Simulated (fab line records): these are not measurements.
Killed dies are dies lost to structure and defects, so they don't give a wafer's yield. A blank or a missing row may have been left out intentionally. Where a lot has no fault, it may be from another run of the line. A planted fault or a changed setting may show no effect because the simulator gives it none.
fab line records	flow nand-harc	part 1 of 2: steps 1 to 32 of 45
[record] lots = 5	wafers = 15	last-day = 23
route steps=1159 shown P_ZERO_WELL@29 P_STI@69
lots that met no fault: taken from a fault-free run of the same line
start-h: hours from the record's opening day to when the first of the lot's shown wafers began	wait-h: time in hours since the lot's previous step	" unchanged from the row above	L1.1+2: a single row standing in for several wafers	- either no value or no given start	* or withheld: withheld	< > ~ a bound
route shown NAME@n: names a module that has steps shown in the file, with the first one's number in the route	usual: mean and standard deviation over wafers with no fault	same: alike in all rows	chamber/n: place in a boat	sites: readings site by site	_std_site: the values' standard deviation	_edge_site: inner sites' mean taken away from outer sites' mean	radius-mm: how far each site lies from the wafer's centre	mask NAME#n: copy n	behind: the most recent tool/chamber to have shaped the wafer	hold: the reason the lot was held/the length of the hold in hours/how it ended	device: whichever transistor did not switch (one of n, p or np)	end of line: tests run on the same wafers once the route is complete	step lacking rows: just its recipe	killed: dies that structure and defects cost at the first sort, which is not the same as the wafer's yield	map: shows each die of a wafer: x if killed, . if not, _ if none is there
set.NAME: the setting that was run; set.NAME@STEP: the one run at that earlier step	model.NAME: the simulator's own value behind a step, which no gauge read
a table for each step, a row for each wafer; lots at some steps of the route
services: the hour from which a tool's chamber was out of use, counted from the record's first day as start-h (under 0 if before that day), plus the number of hours and why
[[steps]]
[step NHARC_P_ZERO_WELL_CD_MEAS_24]
[recipe] target-cd-nm = 720	landing-energy-ev = 500
[usual] cd-nm = 720.5/2.3
lot.wafer	tool	chamber	start-h	wait-h	cd-nm
L077.2	cd-sem-03	0	32.47	-	720.3
L077.3	"	0	"	"	721.3
L077.6	"	0	"	"	719.4
L081.1	cd-sem-03	0	56.35	-	719.7
L081.3	"	0	"	"	719.4
L081.6	"	0	"	"	723.8
L083.1	cd-sem-03	0	68.58	-	724.0
L083.5	"	0	"	"	723.4
L083.6	"	0	"	"	723.6
L084.3	cd-sem-02	0	74.46	-	721.6
L084.5	"	0	"	"	716.7
L084.6	"	0	"	"	718.2
L097.1	cd-sem-02	0	152.47	-	720.1
L097.3	"	0	"	"	722.3
L097.6	"	0	"	"	718.3
[step NHARC_P_ZERO_WELL_HARDBAKE_25]
[recipe] temp-c = 125	time-s = 80
lot.wafer	tool	chamber	start-h	wait-h
L077.2+3+6	litho-track-05	0	32.55	-
L081.1+3+6	litho-track-03	0	56.43	-
L083.1+5+6	litho-track-03	0	68.66	-
L084.3+5+6	litho-track-05	0	74.54	-
L097.1+3+6	litho-track-02	0	152.55	-
[step NHARC_P_ZERO_WELL_DESCUM_26]
[recipe] time-s = 3	o2-flow-sccm = 200	ar-flow-sccm = 0	bias-power-w = 0	chemistry = O2
[usual] drypump-motor-current-A = 5.6/0.37	oes-product-au = 1.004/0.014	rf-vpp-V = 58.1/0.91	showerhead-plenum-p-Torr = 1.97/0.075	throttle-valve-pct = 11.311/0.0091
[same] bias-power-w = 0
lot.wafer	tool	chamber	start-h	wait-h	drypump-motor-current-A	oes-product-au	rf-hours-counter-h	rf-vpp-V	showerhead-plenum-p-Torr	throttle-valve-pct
L077.2	rie-diel-05	1	32.64	-	5.3	1.013	2.1	57.9	1.92	11.321
L077.3	"	3	"	"	6.2	1.016	2.1	58.4	2.03	11.312
L077.6	"	1	"	"	5.4	1.017	-	58.1	1.92	11.299
L081.1	rie-diel-05	0	56.52	-	5.6	0.981	3.9	56.9	2.07	11.304
L081.3	"	1	"	"	5.4	1.002	3.9	57.7	1.92	11.309
L081.6	"	0	"	"	5.7	0.985	-	59.2	2.07	11.296
L083.1	rie-diel-10	3	68.75	-	5.3	1.008	4.4	58.6	1.86	11.316
L083.6	"	2	"	"	4.9	0.972	-	59.2	2.07	11.304
L083.5	"	3	"	"	5.3	1.000	-	56.0	1.86	11.317
L084.3	rie-diel-12	0	74.64	-	5.1	1.013	2.9	59.2	2.04	11.332
L084.5	"	2	"	"	5.1	1.006	-	58.1	1.86	11.308
L084.6	"	3	"	"	5.6	0.978	-	57.1	1.86	11.322
L097.3	rie-diel-12	1	152.64	-	6.2	1.021	6.8	57.4	1.92	11.298
L097.1	"	3	"	"	5.6	0.979	7.9	57.5	1.86	11.309
L097.6	"	1	"	"	6.2	1.007	-	57.1	1.92	11.313
[step NHARC_P_ZERO_WELL_IMPLANT_27]
[recipe] energy-kev = 600	dose-cm2 = 1e+13	tilt-deg = 7
[usual] end-station-pressure-torr = 5.07e-06/2.5e-07	tilt-deg = 6.997/0.019
lot.wafer	tool	chamber	start-h	wait-h	end-station-pressure-torr	tilt-deg
L077.2	implanter-01	0	32.80	0.2	5.33e-06	7.061
L077.3	"	0	"	"	4.79e-06	7.009
L077.6	"	0	"	"	5.13e-06	7.024
L081.1	implanter-02	0	56.75	0.2	5.25e-06	6.986
L081.3	"	0	"	"	5.06e-06	6.975
L081.6	"	0	"	"	4.94e-06	7.028
L083.1	implanter-01	0	68.89	0.1	4.76e-06	6.997
L083.5	"	0	"	"	5.12e-06	7.042
L083.6	"	0	"	"	5.23e-06	7.006
L084.3	implanter-01	0	74.82	0.2	5.33e-06	7.006
L084.5	"	0	"	"	4.61e-06	7.001
L084.6	"	0	"	"	5.02e-06	6.975
L097.1	implanter-01	0	152.77	0.1	5.26e-06	6.983
L097.3	"	0	"	"	5.02e-06	6.980
L097.6	"	0	"	"	5.57e-06	6.983
[step NHARC_P_ZERO_WELL_IMPLANT_57]
[recipe] energy-kev = 250	dose-cm2 = 4e+12	tilt-deg = 7
[usual] end-station-pressure-torr = 5.04e-06/2.7e-07	tilt-deg = 7.001/0.021
lot.wafer	tool	chamber	start-h	wait-h	end-station-pressure-torr	tilt-deg
L077.2	implanter-01	0	32.99	0.2	5.44e-06	6.963
L077.3	"	0	"	"	4.85e-06	6.978
L077.6	"	0	"	"	5.43e-06	6.986
L081.1	implanter-02	0	56.93	0.1	5.06e-06	7.007
L081.3	"	0	"	"	5.4e-06	6.995
L081.6	"	0	"	"	4.79e-06	6.982
L083.1	implanter-01	0	69.07	0.2	5.09e-06	7.008
L083.5	"	0	"	"	5.15e-06	7.013
L083.6	"	0	"	"	4.92e-06	6.982
L084.3	implanter-01	0	75.00	0.2	4.85e-06	7.051
L084.5	"	0	"	"	5.38e-06	7.009
L084.6	"	0	"	"	5.31e-06	7.045
L097.1	implanter-01	0	152.96	0.2	5.11e-06	7.007
L097.3	"	0	"	"	5.16e-06	7.013
L097.6	"	0	"	"	5.05e-06	7.021
[step NHARC_P_ZERO_WELL_IMPLANT_58]
[recipe] energy-kev = 100	dose-cm2 = 2e+12	tilt-deg = 7
[usual] end-station-pressure-torr = 5.04e-06/2.6e-07	tilt-deg = 6.999/0.021
lot.wafer	tool	chamber	start-h	wait-h	end-station-pressure-torr	tilt-deg
L077.2	implanter-01	0	33.17	0.2	5.24e-06	7.028
L077.3	"	0	"	"	5.23e-06	7.007
L077.6	"	0	"	"	5.08e-06	6.999
L081.1	implanter-02	0	57.11	0.1	4.99e-06	6.996
L081.3	"	0	"	"	5.08e-06	6.996
L081.6	"	0	"	"	5.18e-06	6.964
L083.1	implanter-01	0	69.25	0.1	4.75e-06	7.006
L083.5	"	0	"	"	5.95e-06	6.987
L083.6	"	0	"	"	5.01e-06	6.978
L084.3	implanter-01	0	75.18	0.1	5.22e-06	6.984
L084.5	"	0	"	"	5.44e-06	6.989
L084.6	"	0	"	"	4.85e-06	7.001
L097.1	implanter-01	0	153.14	0.2	5.14e-06	7.001
L097.3	"	0	"	"	5.49e-06	7.002
L097.6	"	0	"	"	4.7e-06	6.977
[step NHARC_P_ZERO_WELL_STRIP_28]
[recipe] time-s = 840	temp-c = 130	chemistry = SPM
lot.wafer	tool	chamber	start-h	wait-h
L077.2+3+6	wet-bench-09	1,2,4	33.37	0.2
L081.3+1+6	wet-bench-09	5,7,0	57.36	0.2
L083.5+6+1	wet-bench-09	4,5,6	69.46	0.1
L084.5+6+3	wet-bench-06	3,4,5	75.36	0.1
L097.6+3+1	wet-bench-09	7,0,4	153.35	0.0
[step NHARC_P_ZERO_WELL_DEHYDRATE_29]
[recipe] temp-c = 150	time-s = 120
lot.wafer	tool	chamber	start-h	wait-h
L077.2+3+6	litho-track-02	0	33.68	-
L081.1+3+6	litho-track-02	0	57.70	-
L083.1+5+6	litho-track-05	0	69.79	-
L084.3+5+6	litho-track-02	0	75.66	-
L097.1+3+6	litho-track-05	0	153.68	-
[step NHARC_P_ZERO_WELL_HMDS_30]
[recipe] time-s = 30
lot.wafer	tool	chamber	start-h	wait-h
L077.2+3+6	litho-track-02	0	-	-
L081.1+3+6	litho-track-02	0	-	-
L083.1+5+6	litho-track-05	0	-	-
L084.3+5+6	litho-track-02	0	-	-
L097.1+3+6	litho-track-05	0	-	-
[step NHARC_P_ZERO_WELL_COAT_31]
[recipe] spin-rpm = withheld
lot.wafer	tool	chamber	start-h	wait-h
L077.2+3+6	litho-track-02	0	-	-
L081.1+3+6	litho-track-02	0	-	-
L083.1+5+6	litho-track-05	0	-	-
L084.3+5+6	litho-track-02	0	-	-
L097.1+3+6	litho-track-05	0	-	-
[step NHARC_P_ZERO_WELL_SOFTBAKE_32]
[recipe] temp-c = 122	time-s = 95
lot.wafer	tool	chamber	start-h	wait-h
L077.2+3+6	litho-track-02	0	-	-
L081.1+3+6	litho-track-02	0	-	-
L083.1+5+6	litho-track-05	0	-	-
L084.3+5+6	litho-track-02	0	-	-
L097.1+3+6	litho-track-05	0	-	-
[step NHARC_P_ZERO_WELL_EBR_33]
lot.wafer	tool	chamber	start-h	wait-h
L077.2+3+6	litho-track-02	0	-	-
L081.1+3+6	litho-track-02	0	-	-
L083.1+5+6	litho-track-05	0	-	-
L084.3+5+6	litho-track-02	0	-	-
L097.1+3+6	litho-track-05	0	-	-
[step NHARC_P_ZERO_WELL_EXPOSE_34]
[recipe] na = 0.6	target-cd-nm = 720	dose-mj = 22.31	mask-id = P_PWELL
lot.wafer	tool	chamber	start-h	wait-h	mask
L077.2+3+6	krf-scanner-03	0	33.83	-	P_PWELL#0
L081.1+3+6	krf-scanner-03	0	57.96	-	P_PWELL#0
L083.1+5+6	krf-scanner-03	0	70.06	-	P_PWELL#0
L084.3+5+6	krf-scanner-01	0	75.94	-	P_PWELL#0
L097.1+3+6	krf-scanner-01	0	153.83	-	P_PWELL#0
[step NHARC_P_ZERO_WELL_PEB_35]
[recipe] peb-temp-c = 118	peb-time-s = 85
lot.wafer	tool	chamber	start-h	wait-h
L077.2+3+6	litho-track-03	0	33.90	0.1
L081.1+3+6	litho-track-03	0	58.03	0.1
L083.1+5+6	litho-track-05	0	70.13	0.1
L084.3+5+6	litho-track-02	0	76.00	0.1
L097.1+3+6	litho-track-02	0	153.89	0.1
[step NHARC_P_ZERO_WELL_DEVELOP_36]
[recipe] time-s = 70
lot.wafer	tool	chamber	start-h	wait-h
L077.2+3+6	litho-track-03	0	-	-
L081.1+3+6	litho-track-03	0	-	-
L083.1+5+6	litho-track-05	0	-	-
L084.3+5+6	litho-track-02	0	-	-
L097.1+3+6	litho-track-02	0	-	-
[step NHARC_P_ZERO_WELL_CD_MEAS_37]
[recipe] target-cd-nm = 720	landing-energy-ev = 500
[usual] cd-nm = 719.7/2.5
lot.wafer	tool	chamber	start-h	wait-h	cd-nm
L077.2	cd-sem-02	0	33.99	-	716.7
L077.3	"	0	"	"	717.8
L077.6	"	0	"	"	717.5
L081.1	cd-sem-03	0	58.12	-	717.3
L081.3	"	0	"	"	718.7
L081.6	"	0	"	"	717.3
L083.1	cd-sem-01	0	70.22	-	723.4
L083.5	"	0	"	"	722.0
L083.6	"	0	"	"	717.0
L084.3	cd-sem-03	0	76.09	-	721.0
L084.5	"	0	"	"	722.1
L084.6	"	0	"	"	724.4
L097.1	cd-sem-01	0	153.98	-	720.7
L097.3	"	0	"	"	719.5
L097.6	"	0	"	"	721.5
[step NHARC_P_ZERO_WELL_HARDBAKE_38]
[recipe] temp-c = 125	time-s = 80
lot.wafer	tool	chamber	start-h	wait-h
L077.2+3+6	litho-track-02	0	34.07	-
L081.1+3+6	litho-track-03	0	58.20	-
L083.1+5+6	litho-track-02	0	70.30	-
L084.3+5+6	litho-track-02	0	76.18	-
L097.1+3+6	litho-track-02	0	154.06	-
[step NHARC_P_ZERO_WELL_DESCUM_39]
[recipe] time-s = 3	o2-flow-sccm = 200	ar-flow-sccm = 0	bias-power-w = 0	chemistry = O2
[usual] drypump-motor-current-A = 5.4/0.34	oes-product-au = 1.002/0.015	rf-vpp-V = 57.9/0.82	showerhead-plenum-p-Torr = 1.94/0.078	throttle-valve-pct = 11.312/0.009
[same] bias-power-w = 0
lot.wafer	tool	chamber	start-h	wait-h	drypump-motor-current-A	oes-product-au	rf-hours-counter-h	rf-vpp-V	showerhead-plenum-p-Torr	throttle-valve-pct
L077.3	rie-diel-05	1	34.16	-	5.3	1.016	2	59.0	1.92	11.335
L077.2	"	3	"	"	6.2	1.014	2	58.2	2.03	11.316
L077.6	"	0	"	"	5.6	0.998	-	59.2	2.07	11.320
L081.3	rie-diel-12	2	58.28	-	5.1	1.000	2	57.9	1.86	11.310
L081.1	"	3	"	"	5.6	0.984	2	57.6	1.86	11.314
L081.6	"	2	"	"	5.1	0.997	-	56.9	1.87	11.303
L083.1	rie-diel-12	0	70.40	-	5.1	1.019	2	58.9	2.04	11.304
L083.6	"	3	"	"	5.6	0.973	-	57.9	1.86	11.317
L083.5	"	0	"	"	5.1	1.019	-	57.7	2.04	11.293
L084.3	rie-diel-10	0	76.26	-	5.6	0.992	4	58.7	1.91	11.294
L084.5	"	3	"	"	5.3	1.011	-	58.8	1.86	11.315
L084.6	"	0	"	"	5.6	0.989	-	57.9	1.91	11.293
L097.3	rie-diel-05	1	154.14	-	5.3	0.991	13	56.8	1.91	11.305
L097.1	"	3	"	"	6.2	1.008	11	57.1	2.03	11.326
L097.6	"	2	"	"	5.5	0.992	-	58.2	2.00	11.305
[step NHARC_P_ZERO_WELL_IMPLANT_40]
[recipe] energy-kev = 300	dose-cm2 = 1e+13	tilt-deg = 7
[usual] end-station-pressure-torr = 5.13e-06/2.7e-07	tilt-deg = 7.004/0.018
lot.wafer	tool	chamber	start-h	wait-h	end-station-pressure-torr	tilt-deg
L077.2	implanter-02	0	34.33	0.1	5.12e-06	6.988
L077.3	"	0	"	"	5.31e-06	6.991
L077.6	"	0	"	"	5.06e-06	6.983
L081.1	implanter-02	0	58.43	0.1	5.24e-06	7.003
L081.3	"	0	"	"	5.29e-06	7.026
L081.6	"	0	"	"	4.86e-06	7.020
L083.1	implanter-02	0	70.53	0.1	5.22e-06	6.994
L083.5	"	0	"	"	5.27e-06	7.016
L083.6	"	0	"	"	4.98e-06	6.987
L084.3	implanter-02	0	76.46	0.2	5.15e-06	7.008
L084.5	"	0	"	"	5.7e-06	7.036
L084.6	"	0	"	"	4.98e-06	6.996
L097.1	implanter-02	0	154.29	0.1	4.94e-06	6.995
L097.3	"	0	"	"	5.54e-06	6.987
L097.6	"	0	"	"	5.16e-06	6.977
[step NHARC_P_ZERO_WELL_IMPLANT_59]
[recipe] energy-kev = 120	dose-cm2 = 5e+12	tilt-deg = 7
[usual] end-station-pressure-torr = 5.07e-06/2.8e-07	tilt-deg = 6.994/0.016
lot.wafer	tool	chamber	start-h	wait-h	end-station-pressure-torr	tilt-deg
L077.2	implanter-02	0	34.51	0.1	4.44e-06	7.005
L077.3	"	0	"	"	4.85e-06	6.998
L077.6	"	0	"	"	5.37e-06	7.000
L081.1	implanter-02	0	58.61	0.1	5.18e-06	6.990
L081.3	"	0	"	"	5.04e-06	6.996
L081.6	"	0	"	"	5.13e-06	6.988
L083.1	implanter-02	0	70.71	0.2	5.2e-06	7.002
L083.5	"	0	"	"	5.16e-06	7.005
L083.6	"	0	"	"	5.42e-06	6.987
L084.3	implanter-02	0	76.64	0.1	5.2e-06	7.011
L084.5	"	0	"	"	5.02e-06	6.995
L084.6	"	0	"	"	4.59e-06	7.011
L097.1	implanter-02	0	154.47	0.1	4.78e-06	6.976
L097.3	"	0	"	"	5.26e-06	7.013
L097.6	"	0	"	"	4.93e-06	7.005
[step NHARC_P_ZERO_WELL_IMPLANT_60]
[recipe] energy-kev = 30	dose-cm2 = 2e+12	tilt-deg = 7
[usual] end-station-pressure-torr = 5.06e-06/2.7e-07	tilt-deg = 7.000/0.018
lot.wafer	tool	chamber	start-h	wait-h	end-station-pressure-torr	tilt-deg
L077.2	implanter-02	0	34.69	0.2	5.45e-06	7.031
L077.3	"	0	"	"	4.86e-06	6.991
L077.6	"	0	"	"	5.01e-06	7.007
L081.1	implanter-02	0	58.79	0.1	5.06e-06	6.975
L081.3	"	0	"	"	4.64e-06	6.975
L081.6	"	0	"	"	4.99e-06	6.974
L083.1	implanter-02	0	70.89	0.2	4.72e-06	7.018
L083.5	"	0	"	"	5.4e-06	7.036
L083.6	"	0	"	"	5.29e-06	7.025
L084.3	implanter-02	0	76.82	0.1	5.34e-06	7.014
L084.5	"	0	"	"	5.4e-06	6.999
L084.6	"	0	"	"	5.01e-06	7.021
L097.1	implanter-02	0	154.65	0.2	5.22e-06	6.998
L097.3	"	0	"	"	5.49e-06	7.001
L097.6	"	0	"	"	5.43e-06	7.026
[step NHARC_P_ZERO_WELL_STRIP_41]
[recipe] time-s = 840	temp-c = 130	chemistry = SPM
lot.wafer	tool	chamber	start-h	wait-h
L077.6+2+3	wet-bench-04	3,4,0	34.87	0.0
L081.1+3+6	wet-bench-06	1,4,5	59.01	0.2
L083.6+5+1	wet-bench-09	3,4,6	71.12	0.0
L084.3+5+6	wet-bench-04	4,5,7	76.97	0.1
L097.1+6+3	wet-bench-04	4,0,1	154.87	0.2
[step NHARC_P_ZERO_WELL_DEHYDRATE_44]
[recipe] temp-c = 150	time-s = 120
lot.wafer	tool	chamber	start-h	wait-h
L077.2+3+6	litho-track-03	0	35.21	-
L081.1+3+6	litho-track-02	0	59.33	-
L083.1+5+6	litho-track-05	0	71.44	-
L084.3+5+6	litho-track-05	0	77.31	-
L097.1+3+6	litho-track-03	0	155.20	-
[step NHARC_P_ZERO_WELL_HMDS_45]
[recipe] time-s = 30
lot.wafer	tool	chamber	start-h	wait-h
L077.2+3+6	litho-track-03	0	-	-
L081.1+3+6	litho-track-02	0	-	-
L083.1+5+6	litho-track-05	0	-	-
L084.3+5+6	litho-track-05	0	-	-
L097.1+3+6	litho-track-03	0	-	-
[step NHARC_P_ZERO_WELL_COAT_46]
[recipe] spin-rpm = withheld
lot.wafer	tool	chamber	start-h	wait-h
L077.2+3+6	litho-track-03	0	-	-
L081.1+3+6	litho-track-02	0	-	-
L083.1+5+6	litho-track-05	0	-	-
L084.3+5+6	litho-track-05	0	-	-
L097.1+3+6	litho-track-03	0	-	-
[step NHARC_P_ZERO_WELL_SOFTBAKE_47]
[recipe] temp-c = 122	time-s = 95
lot.wafer	tool	chamber	start-h	wait-h
L077.2+3+6	litho-track-03	0	-	-
L081.1+3+6	litho-track-02	0	-	-
L083.1+5+6	litho-track-05	0	-	-
L084.3+5+6	litho-track-05	0	-	-
L097.1+3+6	litho-track-03	0	-	-
[step NHARC_P_ZERO_WELL_EBR_48]
lot.wafer	tool	chamber	start-h	wait-h
L077.2+3+6	litho-track-03	0	-	-
L081.1+3+6	litho-track-02	0	-	-
L083.1+5+6	litho-track-05	0	-	-
L084.3+5+6	litho-track-05	0	-	-
L097.1+3+6	litho-track-03	0	-	-
[step NHARC_P_ZERO_WELL_EXPOSE_49]
[recipe] na = 0.6	target-cd-nm = 2000	dose-mj = 22.64	mask-id = P_HVPW
lot.wafer	tool	chamber	start-h	wait-h	mask
L077.2+3+6	krf-scanner-01	0	35.49	-	P_HVPW#0
L081.1+3+6	krf-scanner-01	0	59.60	-	P_HVPW#0
L083.1+5+6	krf-scanner-03	0	71.58	-	P_HVPW#0
L084.3+5+6	krf-scanner-03	0	77.46	-	P_HVPW#0
L097.1+3+6	krf-scanner-03	0	155.35	-	P_HVPW#0
[step NHARC_P_ZERO_WELL_PEB_50]
[recipe] peb-temp-c = 118	peb-time-s = 85
lot.wafer	tool	chamber	start-h	wait-h
L077.2+3+6	litho-track-02	0	35.56	0.1
L081.1+3+6	litho-track-03	0	59.66	0.1
L083.1+5+6	litho-track-05	0	71.65	0.1
L084.3+5+6	litho-track-03	0	77.52	0.1
L097.1+3+6	litho-track-05	0	155.41	0.1
[step NHARC_P_ZERO_WELL_DEVELOP_51]
[recipe] time-s = 70
lot.wafer	tool	chamber	start-h	wait-h
L077.2+3+6	litho-track-02	0	-	-
L081.1+3+6	litho-track-03	0	-	-
L083.1+5+6	litho-track-05	0	-	-
L084.3+5+6	litho-track-03	0	-	-
L097.1+3+6	litho-track-05	0	-	-
[step NHARC_P_ZERO_WELL_CD_MEAS_52]
[recipe] target-cd-nm = 2000	landing-energy-ev = 500
[usual] cd-nm = 2001.6/2.5
lot.wafer	tool	chamber	start-h	wait-h	cd-nm
L077.2	cd-sem-03	0	35.65	-	1996.0
L077.3	"	0	"	"	2002.7
L077.6	"	0	"	"	1999.1
L081.1	cd-sem-01	0	59.75	-	2000.9
L081.3	"	0	"	"	2006.1
L081.6	"	0	"	"	2001.0
L083.1	cd-sem-01	0	71.74	-	2001.8
L083.5	"	0	"	"	1999.4
L083.6	"	0	"	"	2000.4
L084.3	cd-sem-03	0	77.61	-	2000.5
L084.5	"	0	"	"	2002.7
L084.6	"	0	"	"	2004.0
L097.1	cd-sem-02	0	155.50	-	2002.8
L097.3	"	0	"	"	1997.0
L097.6	"	0	"	"	1999.9
[step NHARC_P_ZERO_WELL_HARDBAKE_53]
[recipe] temp-c = 125	time-s = 80
lot.wafer	tool	chamber	start-h	wait-h
L077.2+3+6	litho-track-02	0	35.73	-
L081.1+3+6	litho-track-02	0	59.83	-
L083.1+5+6	litho-track-02	0	71.82	-
L084.3+5+6	litho-track-03	0	77.69	-
L097.1+3+6	litho-track-02	0	155.58	-
